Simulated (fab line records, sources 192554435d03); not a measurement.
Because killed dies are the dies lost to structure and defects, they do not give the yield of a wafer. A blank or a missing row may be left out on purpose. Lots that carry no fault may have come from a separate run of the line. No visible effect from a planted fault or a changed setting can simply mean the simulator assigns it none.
fab line records -- flow n5Finfet -- part 2 of 2: steps 19 to 29 of 29
record: lots: 5, wafers: 15, lastDay: 13
route steps=1938 shown BEOL_M2@847
lots that met no fault: from a run of the same line without faults
startH: start of the lot's first displayed wafer, in hours after the record's first day -- waitH: hours from the lot's prior step to this one -- " unchanged from the row above -- L1.1+2: a row that stands for several wafers -- - either no value or no given start -- * or withheld: withheld -- < > ~ a bound
route shown NAME@n: a module of which the file shows steps, and the number in the route of the first -- usual: mean/standard deviation of fault-free wafers -- same: alike in all rows -- chamber/n: place in a boat -- sites: readings site by site -- _std_site: how widely they spread, as a standard deviation -- _edge_site: the outer-site mean with the inner-site mean subtracted -- radiusMm: for every site, how far away it sits from the centre of the wafer -- mask NAME#n: copy n -- behind: the last tool/chamber to shape the wafer -- hold: why the lot went on hold/how many hours it stayed there/how the hold came to an end -- device: the transistor (n, p or np) that didn't switch -- end of line: tests of these same wafers at the route's end -- for a step that has no rows: nothing shown but its recipe -- killed: dies lost to structure and defects at the first sort, not the wafer's yield -- map: per-die view of a wafer (x killed, . not killed, _ where there is no die)
set.NAME: the setting the step ran with; set.NAME@STEP: the setting that earlier step ran with -- model.NAME: the simulator's own value behind a step, which no gauge read
lots at selected steps of the route; one table per step, one row per wafer
services: from which hour (startH, from the record's first day; less than 0 if before it) a tool's chamber was out of use, for how many hours, and why
== steps ==
step: N5_BEOL_M2_STRIP_19
recipe: chemistry: O2, powerW: 400, tempC: 40, pressureMtorr: 30, rfFrequencyHz: 6e+07, biasPowerW: 0, overashFraction: 0.2, o2FlowSccm: 225
usual: drypumpMotorCurrentA: 5.6/0.43, oesProductAu: 0.82/0.082, rfVppV: 3.6/0.46, showerheadPlenumPTorr: 2.11/0.077, throttleValvePct: 16.65/0.26
lot.wafer,tool,chamber,startH,waitH,drypumpMotorCurrentA,oesProductAu,rfHoursCounterH,rfVppV,showerheadPlenumPTorr,throttleValvePct
L076.3,rieDiel-05,1,146.01,0.1,6.1,0.95,7,3.2,2.15,16.34
L076.5,rieDiel-05,0,146.01,0.1,5.5,0.89,-,3.8,2.05,16.32
L076.6,rieDiel-05,1,146.01,0.1,6.1,0.94,-,3.0,2.15,16.33
L078.1,rieDiel-06,0,161.52,0.1,4.8,0.86,55,3.7,2.22,16.78
L078.3,rieDiel-06,3,161.52,0.1,5.7,0.68,230,3.7,2.16,17.12
L078.5,rieDiel-06,3,161.52,0.1,5.7,0.69,-,3.8,2.16,17.13
L079.1,rieDiel-06,1,165.67,0.1,6.2,0.87,37,3.5,2.23,16.70
L079.2,rieDiel-06,2,165.67,0.1,5.8,0.72,209,2.7,2.08,16.92
L079.5,rieDiel-06,1,165.67,0.1,6.2,0.87,-,3.8,2.23,16.73
L081.1,rieDiel-06,2,180.18,0.1,5.8,0.71,214,3.7,2.08,16.91
L081.5,rieDiel-06,1,180.18,0.1,6.2,0.87,-,4.2,2.23,16.72
L081.6,rieDiel-06,2,180.18,0.1,5.8,0.71,-,2.9,2.08,16.92
L083.4,rieDiel-05,2,190.52,0.2,5.6,0.85,73,3.4,2.02,16.81
L083.5,rieDiel-05,0,190.52,0.2,5.5,0.87,-,3.4,2.04,16.36
L083.6,rieDiel-05,1,190.52,0.2,6.1,0.90,-,3.4,2.14,16.36
step: N5_BEOL_M2_CD_MEAS_18
recipe: pitchNm: 36, targetCdNm: 18
usual: cdNm: 18.06/0.28
lot.wafer,tool,chamber,startH,waitH,cdNm
L076.3,cdSem-02,-,146.08,0.1,18.52
L076.5,cdSem-02,-,146.08,0.1,18.20
L076.6,cdSem-02,-,146.08,0.1,18.40
L078.1,cdSem-02,-,161.59,0.0,18.13
L078.3,cdSem-02,-,161.59,0.0,18.16
L078.5,cdSem-02,-,161.59,0.0,18.31
L079.1,cdSem-03,-,165.74,0.0,17.43
L079.2,cdSem-03,-,165.74,0.0,18.02
L079.5,cdSem-03,-,165.74,0.0,17.93
L081.1,cdSem-01,-,180.25,0.0,18.35
L081.5,cdSem-01,-,180.25,0.0,17.96
L081.6,cdSem-01,-,180.25,0.0,17.51
L083.4,cdSem-02,-,190.59,0.1,18.63
L083.5,cdSem-02,-,190.59,0.1,17.70
L083.6,cdSem-02,-,190.59,0.1,18.03
step: N5_BEOL_M2_COAT_67
recipe: resist: SOC, tempC: 250, timeS: 60, spinRpm: 1500, resistThkNm: 60
usual: resistLineTempC: 23.01/0.11
lot.wafer,tool,chamber,startH,waitH,resistLineTempC
L076.3,lithoTrack-02,0,146.11,0.0,22.96
L076.5,lithoTrack-02,0,146.11,0.0,23.02
L076.6,lithoTrack-02,0,146.11,0.0,23.03
L078.1,lithoTrack-04,0,161.63,0.0,23.02
L078.3,lithoTrack-04,0,161.63,0.0,22.94
L078.5,lithoTrack-04,0,161.63,0.0,23.10
L079.1,lithoTrack-01,0,165.78,0.0,23.16
L079.2,lithoTrack-01,0,165.78,0.0,23.15
L079.5,lithoTrack-01,0,165.78,0.0,23.18
L081.1,lithoTrack-01,0,180.28,0.0,23.09
L081.5,lithoTrack-01,0,180.28,0.0,23.02
L081.6,lithoTrack-01,0,180.28,0.0,23.11
L083.4,lithoTrack-04,0,190.63,0.0,22.85
L083.5,lithoTrack-04,0,190.63,0.0,22.88
L083.6,lithoTrack-04,0,190.63,0.0,22.91
step: N5_BEOL_M2_COAT_68
recipe: resist: SiARC, tempC: 220, timeS: 60, spinRpm: 1500, resistThkNm: 12
usual: resistLineTempC: 22.99/0.12
lot.wafer,tool,chamber,startH,waitH,resistLineTempC
L076.3,lithoTrack-02,0,-,-,23.13
L076.5,lithoTrack-02,0,-,-,23.05
L076.6,lithoTrack-02,0,-,-,23.05
L078.1,lithoTrack-04,0,-,-,23.10
L078.3,lithoTrack-04,0,-,-,23.14
L078.5,lithoTrack-04,0,-,-,23.07
L079.1,lithoTrack-01,0,-,-,23.03
L079.2,lithoTrack-01,0,-,-,22.95
L079.5,lithoTrack-01,0,-,-,22.82
L081.1,lithoTrack-01,0,-,-,23.13
L081.5,lithoTrack-01,0,-,-,22.98
L081.6,lithoTrack-01,0,-,-,23.15
L083.4,lithoTrack-04,0,-,-,22.75
L083.5,lithoTrack-04,0,-,-,22.79
L083.6,lithoTrack-04,0,-,-,22.92
step: N5_BEOL_M2_COAT_76
recipe: resist: underlayer, tempC: 205, timeS: 60, spinRpm: 1500, resistThkNm: 5
usual: resistLineTempC: 23.03/0.11
lot.wafer,tool,chamber,startH,waitH,resistLineTempC
L076.3,lithoTrack-02,0,-,-,23.29
L076.5,lithoTrack-02,0,-,-,23.20
L076.6,lithoTrack-02,0,-,-,22.96
L078.1,lithoTrack-04,0,-,-,23.06
L078.3,lithoTrack-04,0,-,-,23.16
L078.5,lithoTrack-04,0,-,-,23.32
L079.1,lithoTrack-01,0,-,-,23.12
L079.2,lithoTrack-01,0,-,-,23.03
L079.5,lithoTrack-01,0,-,-,23.07
L081.1,lithoTrack-01,0,-,-,22.78
L081.5,lithoTrack-01,0,-,-,22.99
L081.6,lithoTrack-01,0,-,-,22.96
L083.4,lithoTrack-04,0,-,-,23.06
L083.5,lithoTrack-04,0,-,-,22.99
L083.6,lithoTrack-04,0,-,-,22.81
step: N5_BEOL_M2_COAT_22
recipe: resist: CAR-EUV, spinRpm: 1500, resistThkNm: 30
usual: resistLineTempC: 23.01/0.094
lot.wafer,tool,chamber,startH,waitH,resistLineTempC
L076.3,lithoTrack-02,0,-,-,22.99
L076.5,lithoTrack-02,0,-,-,22.94
L076.6,lithoTrack-02,0,-,-,22.86
L078.1,lithoTrack-04,0,-,-,23.01
L078.3,lithoTrack-04,0,-,-,22.80
L078.5,lithoTrack-04,0,-,-,23.01
L079.1,lithoTrack-01,0,-,-,23.03
L079.2,lithoTrack-01,0,-,-,23.00
L079.5,lithoTrack-01,0,-,-,23.09
L081.1,lithoTrack-01,0,-,-,23.02
L081.5,lithoTrack-01,0,-,-,23.06
L081.6,lithoTrack-01,0,-,-,22.97
L083.4,lithoTrack-04,0,-,-,22.97
L083.5,lithoTrack-04,0,-,-,23.05
L083.6,lithoTrack-04,0,-,-,22.95
step: N5_BEOL_M2_EBR_24
recipe: solvent: PGMEA, ebrWidthMm: 1.5
usual: resistLineTempC: 22.99/0.089
lot.wafer,tool,chamber,startH,waitH,resistLineTempC
L076.3,lithoTrack-02,0,-,-,22.89
L076.5,lithoTrack-02,0,-,-,23.00
L076.6,lithoTrack-02,0,-,-,22.87
L078.1,lithoTrack-04,0,-,-,22.93
L078.3,lithoTrack-04,0,-,-,23.14
L078.5,lithoTrack-04,0,-,-,23.11
L079.1,lithoTrack-01,0,-,-,23.13
L079.2,lithoTrack-01,0,-,-,23.17
L079.5,lithoTrack-01,0,-,-,23.11
L081.1,lithoTrack-01,0,-,-,23.10
L081.5,lithoTrack-01,0,-,-,23.00
L081.6,lithoTrack-01,0,-,-,23.07
L083.4,lithoTrack-04,0,-,-,22.92
L083.5,lithoTrack-04,0,-,-,23.06
L083.6,lithoTrack-04,0,-,-,23.01
step: N5_BEOL_M2_SOFTBAKE_23
recipe: tempC: 110, timeS: 60, resist: CAR-EUV
usual: resistLineTempC: 23.01/0.095
lot.wafer,tool,chamber,startH,waitH,resistLineTempC
L076.3,lithoTrack-02,0,-,-,23.15
L076.5,lithoTrack-02,0,-,-,22.95
L076.6,lithoTrack-02,0,-,-,23.01
L078.1,lithoTrack-04,0,-,-,23.13
L078.3,lithoTrack-04,0,-,-,22.98
L078.5,lithoTrack-04,0,-,-,23.11
L079.1,lithoTrack-01,0,-,-,23.13
L079.2,lithoTrack-01,0,-,-,23.08
L079.5,lithoTrack-01,0,-,-,23.05
L081.1,lithoTrack-01,0,-,-,22.92
L081.5,lithoTrack-01,0,-,-,22.96
L081.6,lithoTrack-01,0,-,-,23.00
L083.4,lithoTrack-04,0,-,-,23.01
L083.5,lithoTrack-04,0,-,-,22.96
L083.6,lithoTrack-04,0,-,-,22.85
step: N5_BEOL_M2_EXPOSE_25
recipe: maskId: V1, na: 0.33, sourceShape: quasar, sigmaInner: 0.2, sigmaOuter: 0.8, polarization: unpolarized, defocusNm: 5, doseMj: 63
usual: reticleTempC: 22.99/0.11
lot.wafer,tool,chamber,startH,waitH,mask,reticleTempC
L076.3,euvScanner-01,0,146.39,-,V1#0,22.93
L076.5,euvScanner-01,0,146.39,-,V1#0,23.13
L076.6,euvScanner-01,0,146.39,-,V1#0,22.91
L078.1,euvScanner-02,0,161.89,-,V1#0,22.88
L078.3,euvScanner-02,0,161.89,-,V1#0,22.87
L078.5,euvScanner-02,0,161.89,-,V1#0,22.92
L079.1,euvScanner-02,0,165.91,-,V1#0,23.10
L079.2,euvScanner-02,0,165.91,-,V1#0,23.00
L079.5,euvScanner-02,0,165.91,-,V1#0,23.15
L081.1,euvScanner-02,0,180.42,-,V1#0,22.97
L081.5,euvScanner-02,0,180.42,-,V1#0,22.89
L081.6,euvScanner-02,0,180.42,-,V1#0,22.84
L083.4,euvScanner-02,0,190.93,-,V1#0,22.96
L083.5,euvScanner-02,0,190.93,-,V1#0,22.97
L083.6,euvScanner-02,0,190.93,-,V1#0,22.84
step: N5_BEOL_M2_PEB_26
recipe: pebTempC: 100, pebTimeS: 60, resist: CAR-EUV
usual: resistLineTempC: 23.00/0.11
lot.wafer,tool,chamber,startH,waitH,resistLineTempC
L076.3,lithoTrack-02,0,146.46,0.1,23.02
L076.5,lithoTrack-02,0,146.46,0.1,23.12
L076.6,lithoTrack-02,0,146.46,0.1,22.87
L078.1,lithoTrack-01,0,161.97,0.1,22.90
L078.3,lithoTrack-01,0,161.97,0.1,23.10
L078.5,lithoTrack-01,0,161.97,0.1,22.85
L079.1,lithoTrack-04,0,165.99,0.1,22.85
L079.2,lithoTrack-04,0,165.99,0.1,22.92
L079.5,lithoTrack-04,0,165.99,0.1,22.96
L081.1,lithoTrack-01,0,180.50,0.1,22.97
L081.5,lithoTrack-01,0,180.50,0.1,22.81
L081.6,lithoTrack-01,0,180.50,0.1,23.09
L083.4,lithoTrack-01,0,190.99,0.0,23.10
L083.5,lithoTrack-01,0,190.99,0.0,23.02
L083.6,lithoTrack-01,0,190.99,0.0,23.11
step: N5_BEOL_M2_DEVELOP_27
recipe: developTimeS: 30, developer: TMAH, resist: CAR-EUV, rinseLiquid: surfactantRinse, dry: airSpin, devTempC: 23
usual: resistLineTempC: 23.00/0.1
lot.wafer,tool,chamber,startH,waitH,resistLineTempC
L076.3,lithoTrack-02,0,-,-,23.06
L076.5,lithoTrack-02,0,-,-,23.01
L076.6,lithoTrack-02,0,-,-,23.11
L078.1,lithoTrack-01,0,-,-,22.88
L078.3,lithoTrack-01,0,-,-,22.91
L078.5,lithoTrack-01,0,-,-,22.89
L079.1,lithoTrack-04,0,-,-,22.97
L079.2,lithoTrack-04,0,-,-,23.15
L079.5,lithoTrack-04,0,-,-,22.86
L081.1,lithoTrack-01,0,-,-,22.91
L081.5,lithoTrack-01,0,-,-,23.00
L081.6,lithoTrack-01,0,-,-,23.05
L083.4,lithoTrack-01,0,-,-,22.84
L083.5,lithoTrack-01,0,-,-,22.94
L083.6,lithoTrack-01,0,-,-,22.95
== services ==
tool,chamber,startH,hours,kind
euvScanner-01,-,129.14,0.2,repair
rieMetal-03,0,129.62,17.6,repair
euvScanner-01,-,142.01,1.0,pm
euvScanner-02,-,143.57,13.2,repair
rieMetal-01,-,146.51,1.7,repair
rieDiel-06,0,149.96,9.6,repair
euvScanner-02,-,156.80,4.6,pm
euvScanner-01,-,163.87,1.1,repair
euvScanner-02,-,182.26,1.0,pm
rieDiel-06,-,186.01,2.8,pm
euvScanner-01,0,189.35,-,calibration
euvScanner-02,-,190.35,0.1,repair
